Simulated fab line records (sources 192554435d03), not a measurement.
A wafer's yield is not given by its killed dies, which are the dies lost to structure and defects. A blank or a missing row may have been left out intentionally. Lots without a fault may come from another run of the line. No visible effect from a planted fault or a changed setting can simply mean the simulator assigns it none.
A struck lot beside a sound one :: flow n5-finfet :: 37 steps out of a route of 1938
Sound: these wafers, L725.2, L725.3, L725.4. Struck: wafer L729.2. (L729.3, L729.5 of the same lot were not struck and are left out.) The cause comes at the end.
Order at every step that has rows: each side's tool, ch and its chambers, its first start. Under that, the readings that differ: sound wafers :: struck wafers :: difference of the means :: sigmas: that difference in standard deviations of wafers without a fault.
alike: readings with means less than 2 such deviations apart, plus words and numbers identical on both sides. not compared: withheld readings, readings lacking a value on some wafer, bounds such as >300 that could conceal the same value, and numbers that have no deviation in the record and whose values overlap.
A row with sigmas, a row that says differs or no value, or rows on one side alone: a step with any of these is where the two part. Non-overlapping numbers with no deviation appear without sigmas and do not part them. Lack of a reading on every wafer of one side parts them only where that side has two or more wafers.

first, 9 steps without rows for these wafers: N5_MOL_CONTACT_COAG_COAT_78 (resist thk 40 nm); N5_MOL_CONTACT_COAG_EBR_80; N5_MOL_CONTACT_COAG_SOFTBAKE_79 (time 60 s); N5_MOL_CONTACT_COAG_EXPOSE_81 (exposes mask VG, defocus 0 nm); N5_MOL_CONTACT_COAG_PEB_82 (peb time 60 s); N5_MOL_CONTACT_COAG_DEVELOP_83 (develop time 30 s); N5_MOL_CONTACT_COAG_DESCUM_88 (chemistry O2, time 7 s); N5_MOL_CONTACT_COAG_ETCH_89 (etches underlayer in N2/H2, target depth 13 nm, time 10.4 s); N5_MOL_CONTACT_COAG_ETCH_90 (etches SiARC in CF4, target depth 13 nm, time 21.7 s).
N5_MOL_CONTACT_COAG_ALD_131: deposits SiO2, target thk 5 nm, pulse time 1 s, co reactant pulse time 1 s.
  sound on ald-sin-03 ch 0,1,3, day 5 17:31; struck on ald-sin-03 ch 0, day 6 23:05
reading: ald-cycles
sound: 35 35 35
struck: 46
difference: +11
sigmas: 

reading: model.SiO2_of_MOL_CONTACT_COAG_ALD_131.thk-nm (nm)
sound: 5 5 5
struck: 6.6
difference: +1.6
sigmas: 
  alike: heater-power-w, precursor-pulse-height-rel
then, 25 steps without rows for these wafers: N5_MOL_CONTACT_COAG_ETCHBACK_132 (etches SiO2 in CHF3, target depth 10 nm, time 6.7 s); N5_MOL_CONTACT_COAG_ETCH_91 (etches SOC in N2/H2, target depth 60 nm, overetch 21 nm, time 101.2 s); N5_MOL_CONTACT_COAG_STRIP_92 (strips in N2/H2); N5_MOL_CONTACT_COAG_STRIP_93 (strips in N2/H2); N5_MOL_CONTACT_COAG_ETCHBACK_135 (etches SiO2 in CHF3, target depth 25 nm, time 16.7 s); N5_MOL_CONTACT_COAG_STRIP_118 (strips in CHF3); N5_MOL_CONTACT_COAG_VIA_ETCH_46 (etches SiO2 in C4F6/O2, target depth 46 nm, overetch 9.2 nm, time 40 s); N5_MOL_CONTACT_COAG_STRIP_96 (strips in N2/H2); N5_MOL_CONTACT_COAG_ETCH_47 (etches SiNx in CH3F/O2, stops on W, target depth 27 nm); N5_MOL_CONTACT_COAG_STRIP_119 (strips in N2/H2, time 30 s); N5_MOL_CONTACT_COAG_PRECLEAN_144 (cleans in alkaline clean, time 60 s); N5_MOL_CONTACT_COAG_SRD_145 (time 30 s); N5_MOL_CONTACT_COAG_COAT_62 (time 60 s, resist thk 60 nm); N5_MOL_CONTACT_COAG_COAT_63 (time 60 s, resist thk 10 nm); N5_MOL_CONTACT_COAG_COAT_64 (time 60 s, resist thk 10 nm); N5_MOL_CONTACT_COAG_COAT_34 (resist thk 40 nm); N5_MOL_CONTACT_COAG_EBR_36; N5_MOL_CONTACT_COAG_SOFTBAKE_35 (time 60 s); N5_MOL_CONTACT_COAG_EXPOSE_37 (exposes mask VD, defocus 0 nm); N5_MOL_CONTACT_COAG_PEB_38 (peb time 60 s); N5_MOL_CONTACT_COAG_DEVELOP_39 (develop time 30 s); N5_MOL_CONTACT_COAG_DESCUM_45 (chemistry O2, time 7 s); N5_MOL_CONTACT_COAG_ETCH_65 (etches underlayer in N2/H2, target depth 13 nm, time 10.4 s); N5_MOL_CONTACT_COAG_ETCH_66 (etches SiARC in CF4, target depth 13 nm, time 21.7 s); N5_MOL_CONTACT_COAG_ALD_133 (deposits SiO2, target thk 5 nm, pulse time 1 s, co reactant pulse time 1 s).
N5_BEOL_M4_RC_MEAS_101:
  the record has rows for the sound wafers here (prober-01 ch 0, day 9 08:19) and none for the struck ones
-- a jump in the record: the struck wafers' starts before and after are 8 days apart (it breaks off in module BEOL_M4 and resumes in module PASSIVATION, where the first step shown is number 1936 of the route) --
N5_PASSIVATION_PROBE_49:
  record: rows for the struck wafers here (prober-02, day 14 16:23), none for the sound ones

WHERE THEY PART
At N5_BEOL_M4_RC_MEAS_101 first; at N5_PASSIVATION_PROBE_49 last (within this record only).

WHY: what had been put in by the simulator
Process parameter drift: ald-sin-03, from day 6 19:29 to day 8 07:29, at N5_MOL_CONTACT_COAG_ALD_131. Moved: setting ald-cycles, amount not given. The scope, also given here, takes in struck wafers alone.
